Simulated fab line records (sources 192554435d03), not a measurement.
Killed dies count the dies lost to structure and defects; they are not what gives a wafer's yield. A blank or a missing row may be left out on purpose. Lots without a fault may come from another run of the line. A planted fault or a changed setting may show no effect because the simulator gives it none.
Matching of chambers -- flow n5_finfet -- N5_BEOL_M4_ETCH_69 on rie_diel-06: 4 sister chambers
The step etches SiARC in CF4, target depth 15.6 nm, time 26 s. 4 wafers are shown with their chamber, then 7 later ones without.

WAFERS WITH THEIR CHAMBER
wafer,chamber,drypump_motor_current_A (A)
L086.3,3,6.6
L086.5,1,4.8
L088.2,0,6.2
L088.4,2,5.4

WAFERS WHOSE CHAMBER IS MISSING
wafer,drypump_motor_current_A (A)
L088.5,5.4
L091.1,4.9
L091.2,6.2
L091.3,5.4
L096.1,6.2
L096.2,5.4
L096.4,6.6

EACH ONE'S CHAMBER
wafer,from the rows above,in truth
L088.5,2,2
L091.1,1,1
L091.2,0,0
L091.3,2,2
L096.1,0,0
L096.2,2,2
L096.4,3,3
Correctly placed: 7 of 7. From these rows, 0 cannot be placed. Wrongly placed: 0.
How it was worked out, from the rows above alone: a wafer's distance from a chamber is the root of the sum, over the readings, of the square of ((its reading less the chamber's mean) divided by the reading's scatter). The wafer belongs to the nearest chamber; if the next one is less than 2 further off, it can't be placed. A chamber's mean is the mean of its shown wafers. The scatter (one wafer shown for each chamber): square how far every hidden wafer sits from the nearest shown wafer, average those squares and take the square root.
